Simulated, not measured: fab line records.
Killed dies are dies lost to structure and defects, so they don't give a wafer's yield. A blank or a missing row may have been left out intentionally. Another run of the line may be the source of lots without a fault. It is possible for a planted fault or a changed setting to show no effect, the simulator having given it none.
Matching of chambers :: flow nand_harc :: NHARC_P_M0_DEP_32 on pecvd-01: 3 sister chambers
The step deposits SiCN, target thk 30 nm. 6 wafers are shown with their chamber, then 7 later ones without.

EACH WAFER AND ITS CHAMBER
wafer: L079.4
chamber: 1
heater_power_w (W): 546

wafer: L083.1
chamber: 2
heater_power_w (W): 546

wafer: L083.2
chamber: 1
heater_power_w (W): 518

wafer: L083.6
chamber: 0
heater_power_w (W): 668

wafer: L085.1
chamber: 2
heater_power_w (W): 576

wafer: L085.2
chamber: 0
heater_power_w (W): 578

WAFERS WITH NO CHAMBER GIVEN
wafer: L085.5
heater_power_w (W): 581

wafer: L089.2
heater_power_w (W): 517

wafer: L089.3
heater_power_w (W): 507

wafer: L089.4
heater_power_w (W): 515

wafer: L092.1
heater_power_w (W): 560

wafer: L092.3
heater_power_w (W): 527

wafer: L092.6
heater_power_w (W): 593

THE CHAMBER EACH PASSED THROUGH
wafer: L085.5
from the rows above: can't be placed: 2 or 0 or 1
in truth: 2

wafer: L089.2
from the rows above: can't be placed: 1 or 2
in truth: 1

wafer: L089.3
from the rows above: can't be placed: 1 or 2
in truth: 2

wafer: L089.4
from the rows above: can't be placed: 1 or 2
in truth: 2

wafer: L092.1
from the rows above: can't be placed: 2 or 1 or 0
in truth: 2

wafer: L092.3
from the rows above: can't be placed: 1 or 2
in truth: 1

wafer: L092.6
from the rows above: can't be placed: 0 or 2 or 1
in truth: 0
0 of 7 placed correctly. These rows do not allow placing 7 (true chamber among the candidates in 7). Number placed wrongly: 0.
How it was worked out, from the rows above alone: a wafer's distance from a chamber is the root of the sum, over the readings, of the square of ((its reading less the chamber's mean) divided by the reading's scatter). If the next closest chamber is less than 2 further off than the closest, the wafer can't be placed; otherwise it belongs to the closest. A chamber's mean is the mean of its shown wafers. The scatter: the root of (the sum of the squares of (reading less its chamber's mean) over the shown wafers, divided by (wafers less chambers)).
